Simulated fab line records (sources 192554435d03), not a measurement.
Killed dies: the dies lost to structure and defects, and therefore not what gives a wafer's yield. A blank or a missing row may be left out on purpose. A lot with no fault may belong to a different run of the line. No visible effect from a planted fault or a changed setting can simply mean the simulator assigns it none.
Which tool was responsible? + flow n5_finfet + 27 wafers from 10 lots sampled at 4 of the route's 1938 steps

== WHAT THE GAUGES SHOWED, per wafer ==
N5_BEOL_M4_RC_MEAS_101. Usual: DIBL_N 36.3 mV/V, standard deviation 1.2; DIBL_P 36.7 mV/V, standard deviation 1.5; IOFF_N 0.164 nA/um, standard deviation 0.02; IOFF_P 0.214 nA/um, standard deviation 0.024; IOFF_P_85C 3.7 nA/um, standard deviation 0.34; IOFF_P_LIN 0.101 nA/um, standard deviation 0.009; IOFF_P_LONG 0.000107 nA/um, standard deviation 6e-06; ION_N 673 uA/um, standard deviation 8.5; ION_P 461 uA/um, standard deviation 5.9; SS_N 71.6 mV/dec, standard deviation 0.44; SS_P 73.3 mV/dec, standard deviation 0.55; VT_N 249.4 mV, standard deviation 2.4; VT_N_LVT 98.3 mV, standard deviation 2.8; VT_P -250.0 mV, standard deviation 2.3; VT_P_LONG -274.8 mV, standard deviation 2.3.
| lot  | measured     | on        | DIBL_N (mV/V)  | DIBL_P (mV/V)  | IOFF_N (nA/um)    | IOFF_P (nA/um)    | IOFF_P_85C (nA/um) | IOFF_P_LIN (nA/um) | IOFF_P_LONG (nA/um)        | ION_N (uA/um) | ION_P (uA/um) | SS_N (mV/dec)  | SS_P (mV/dec)  | VT_N (mV)         | VT_N_LVT (mV)     | VT_P (mV)            | VT_P_LONG (mV)       | flag |
|------|--------------|-----------|----------------|----------------|-------------------|-------------------|--------------------|--------------------|----------------------------|---------------|---------------|----------------|----------------|-------------------|-------------------|----------------------|----------------------|------|
| L950 | day 7 14:05  | prober-01 | 36.3 35.6 36.4 | 35.8 34.9 35.2 | 0.162 0.149 0.160 | 0.194 0.182 0.188 | 3.5 3.3 3.4        | 0.092 0.089 0.090  | 0.000106 0.000106 0.000106 | 674 654 655   | 458 449 453   | 71.9 71.7 71.4 | 73.4 73.3 74.0 | 249.4 250.6 249.2 | 95.6 97.1 96.4    | -251.8 -255.3 -251.0 | -279.8 -273.7 -273.5 |      |
| L951 | day 8 04:02  | prober-02 | 36.6 36.5 37.0 | 35.3 34.2 35.8 | 0.157 0.150 0.172 | 0.211 0.201 0.227 | 3.6 3.5 3.9        | 0.099 0.096 0.105  | 0.00011 0.000111 0.000112  | 666 667 672   | 463 459 464   | 71.3 72.1 71.7 | 72.8 73.1 73.0 | 249.4 252.6 248.8 | 97.5 99.4 96.4    | -248.3 -251.7 -248.0 | -275.7 -274.8 -273.9 |      |
| L954 | day 8 20:59  | prober-01 | 36.0 36.0 36.9 | 36.0 35.6 37.8 | 0.149 0.144 0.173 | 0.187 0.178 0.210 | 3.4 3.2 3.7        | 0.090 0.086 0.097  | 9.9e-05 9.5e-05 9.7e-05    | 658 661 673   | 446 452 458   | 71.7 71.4 72.4 | 73.1 73.0 73.6 | 253.4 253.4 250.8 | 100.2 101.1 98.1  | -250.9 -251.6 -251.3 | -277.8 -273.9 -277.5 |      |
| L956 | day 9 11:49  | prober-01 | 33.3 35.5      | 33.2 35.5      | 0.112 0.134       | 0.316 0.375       | 5.2 6.0            | 0.163 0.183        | 0.000191 0.000189          | 676 669       | 491 489       | 70.8 71.2      | 71.9 72.8      | 254.2 252.9       | 118.9 116.8       | -233.0 -233.1        | -254.0 -253.5        | OFF  |
| L957 | day 10 10:01 | prober-02 | 35.4           | 36.6           | 0.150             | 0.377             | 5.9                | 0.184              | 0.000168                   | 672           | 489           | 71.9           | 73.8           | 250.6             | 118.2             | -234.2               | -259.1               | OFF  |
| L961 | day 10 17:22 | prober-02 | 38.5 36.8 35.9 | 39.1 37.5 35.4 | 0.217 0.172 0.151 | 0.266 0.242 0.201 | 4.5 4.1 3.6        | 0.119 0.110 0.097  | 0.000103 0.000106 0.000107 | 692 673 667   | 470 459 456   | 72.3 72.2 71.6 | 74.8 74.5 73.4 | 247.0 250.8 251.7 | 97.2 101.0 102.4  | -248.6 -247.8 -251.3 | -275.4 -275.5 -271.9 |      |
| L966 | day 12 05:11 | prober-02 | 36.0 34.2 35.2 | 36.7 33.7 34.7 | 0.159 0.129 0.141 | 0.232 0.190 0.192 | 4.1 3.4 3.5        | 0.112 0.099 0.098  | 0.000106 0.000111 0.000109 | 679 669 663   | 466 463 457   | 72.1 71.5 71.1 | 73.3 72.7 72.7 | 249.3 251.4 250.4 | 101.0 103.8 103.0 | -248.2 -248.6 -251.4 | -274.0 -270.9 -274.4 |      |
| L968 | day 12 16:58 | prober-01 | 33.7 32.4 34.8 | 35.5 33.5 36.5 | 0.131 0.114 0.151 | 0.181 0.160 0.200 | 3.3 2.9 3.5        | 0.089 0.083 0.097  | 0.000105 0.000105 0.000105 | 664 662 660   | 458 455 454   | 71.2 71.1 70.9 | 72.7 72.2 73.3 | 252.4 254.5 249.7 | 102.4 104.2 100.1 | -252.3 -253.9 -249.8 | -275.3 -273.4 -275.1 |      |
| L970 | day 12 22:19 | prober-02 | 38.6 36.9 39.0 | 37.3 36.2 37.4 | 0.201 0.162 0.196 | 0.240 0.213 0.229 | 4.0 3.7 3.9        | 0.112 0.102 0.107  | 0.00011 0.000108 0.000106  | 679 664 666   | 465 454 460   | 71.2 70.9 71.8 | 73.5 73.0 73.7 | 245.6 249.2 246.6 | 94.8 97.7 96.4    | -246.5 -248.0 -249.1 | -273.4 -273.1 -273.4 |      |
| L972 | day 13 14:47 | prober-02 | 38.4 39.1 37.7 | 38.8 39.1 37.5 | 0.186 0.205 0.175 | 0.236 0.240 0.207 | 4.0 4.1 3.7        | 0.108 0.110 0.098  | 0.000105 0.000104 0.000106 | 677 685 684   | 466 467 463   | 71.4 72.2 71.6 | 73.5 73.5 72.5 | 249.3 246.7 248.6 | 96.2 94.1 95.8    | -249.4 -248.1 -252.9 | -275.0 -276.6 -278.2 |      |

== WHICH TOOL RAN EACH LOT (tool, then ch and the chambers of the sampled wafers, then the start) ==
| lot  | N5_HKMG_FIN_ALD_74              | N5_BEOL_M4_ANNEAL_80         | N5_BEOL_M4_ANNEAL_89         |
|------|---------------------------------|------------------------------|------------------------------|
| L950 | ald_hk-01 ch 0,2,3, day 3 21:03 | pvd_sputter-02, day 7 11:13  | pvd_sputter-02, day 7 11:52  |
| L951 | ald_hk-01 ch 0,1, day 4 06:16   | pvd_sputter-02, day 8 01:02  | pvd_sputter-02, day 8 01:42  |
| L954 | ald_hk-01 ch 0,1,3, day 5 00:32 | pvd_sputter-02, day 8 18:26  | pvd_sputter-02, day 8 19:05  |
| L956 | ald_hk-01 ch 1,2, day 5 12:59   | pvd_sputter-02, day 9 09:05  | pvd_sputter-02, day 9 09:44  |
| L957 | ald_hk-01 ch 2, day 5 17:52     | pvd_sputter-02, day 10 06:45 | pvd_sputter-02, day 10 07:25 |
| L961 | ald_hk-03 ch 0,1, day 7 00:00   | pvd_sputter-02, day 10 14:39 | pvd_sputter-02, day 10 15:19 |
| L966 | ald_hk-02 ch 0,1,2, day 8 08:51 | pvd_sputter-03, day 12 02:26 | pvd_sputter-03, day 12 03:06 |
| L968 | ald_hk-02 ch 0,1,2, day 8 21:24 | pvd_sputter-03, day 12 14:21 | pvd_sputter-03, day 12 15:01 |
| L970 | ald_hk-01 ch 2,3, day 9 05:01   | pvd_sputter-02, day 12 19:37 | pvd_sputter-02, day 12 20:16 |
| L972 | ald_hk-01 ch 0,1,3, day 9 17:41 | pvd_sputter-03, day 13 12:14 | pvd_sputter-03, day 13 12:53 |
- N5_HKMG_FIN_ALD_74: deposits La2O3, target thk 0.5 nm, pulse time 6 s, co reactant pulse time 1 s.
- N5_BEOL_M4_ANNEAL_80: time 240 s.
- N5_BEOL_M4_ANNEAL_89: time 240 s.

== AS READ BY THE TOOLS THEMSELVES (means over the sampled wafers that have a number; for cases with no such wafer, the mark the record gives instead) ==
N5_HKMG_FIN_ALD_74. Usual: heater_power_w 336 W, standard deviation 36; precursor_pulse_height_rel 1.001, standard deviation 0.018.
| lot  | tool      | heater_power_w (W) | precursor_pulse_height_rel | flag |
|------|-----------|--------------------|----------------------------|------|
| L950 | ald_hk-01 | 311                | 0.999                      |      |
| L951 | ald_hk-01 | 293                | 0.981                      |      |
| L954 | ald_hk-01 | 311                | 1.019                      |      |
| L956 | ald_hk-01 | 345                | 1.005                      |      |
| L957 | ald_hk-01 | 340                | 1.020                      |      |
| L961 | ald_hk-03 | 337                | 1.006                      |      |
| L966 | ald_hk-02 | 339                | 0.997                      |      |
| L968 | ald_hk-02 | 341                | 1.013                      |      |
| L970 | ald_hk-01 | 338                | 1.006                      |      |
| L972 | ald_hk-01 | 313                | 1.006                      |      |

N5_BEOL_M4_ANNEAL_80. Usual: heater_power_w reads 819 W (standard deviation 61).
| lot  | tool           | heater_power_w (W) | flag |
|------|----------------|--------------------|------|
| L950 | pvd_sputter-02 | 855                |      |
| L951 | pvd_sputter-02 | 861                |      |
| L954 | pvd_sputter-02 | 848                |      |
| L956 | pvd_sputter-02 | 864                |      |
| L957 | pvd_sputter-02 | 819                |      |
| L961 | pvd_sputter-02 | 847                |      |
| L966 | pvd_sputter-03 | 802                |      |
| L968 | pvd_sputter-03 | 783                |      |
| L970 | pvd_sputter-02 | 847                |      |
| L972 | pvd_sputter-03 | 802                |      |

N5_BEOL_M4_ANNEAL_89. Usual: heater_power_w reads 819 W (standard deviation 60).
| lot  | tool           | heater_power_w (W) | flag |
|------|----------------|--------------------|------|
| L950 | pvd_sputter-02 | 845                |      |
| L951 | pvd_sputter-02 | 854                |      |
| L954 | pvd_sputter-02 | 846                |      |
| L956 | pvd_sputter-02 | 852                |      |
| L957 | pvd_sputter-02 | 805                |      |
| L961 | pvd_sputter-02 | 841                |      |
| L966 | pvd_sputter-03 | 805                |      |
| L968 | pvd_sputter-03 | 792                |      |
| L970 | pvd_sputter-02 | 855                |      |
| L972 | pvd_sputter-03 | 784                |      |

== THE ANSWER, worked out from the rows above alone ==
Rule: a lot is off if the mean of its wafers that have a number lies more than 3 standard deviations from the usual mean. A lot without any number at a reading at which 4 lots or more have one is off too. The other lots that the step has rows for count as sound. After the gauges, taken in route order, come the tools' own readings; for these a lot's mean is taken, as printed above. The first step at which some lot is off is used, and at that step the reading that is off furthest; a lot without a number counts as furthest.
Off: L956, L957, at N5_BEOL_M4_RC_MEAS_101 (IOFF_P_LONG).
If a tool, at a process step before that reading, ran all the lots that are off and no sound lot after the first of them, it fits. Gauges at N5_BEOL_M4_RC_MEAS_101: tried the same way as those tools. No candidate that was tried fits.

== WHAT THE SIMULATOR HAD PUT IN ==
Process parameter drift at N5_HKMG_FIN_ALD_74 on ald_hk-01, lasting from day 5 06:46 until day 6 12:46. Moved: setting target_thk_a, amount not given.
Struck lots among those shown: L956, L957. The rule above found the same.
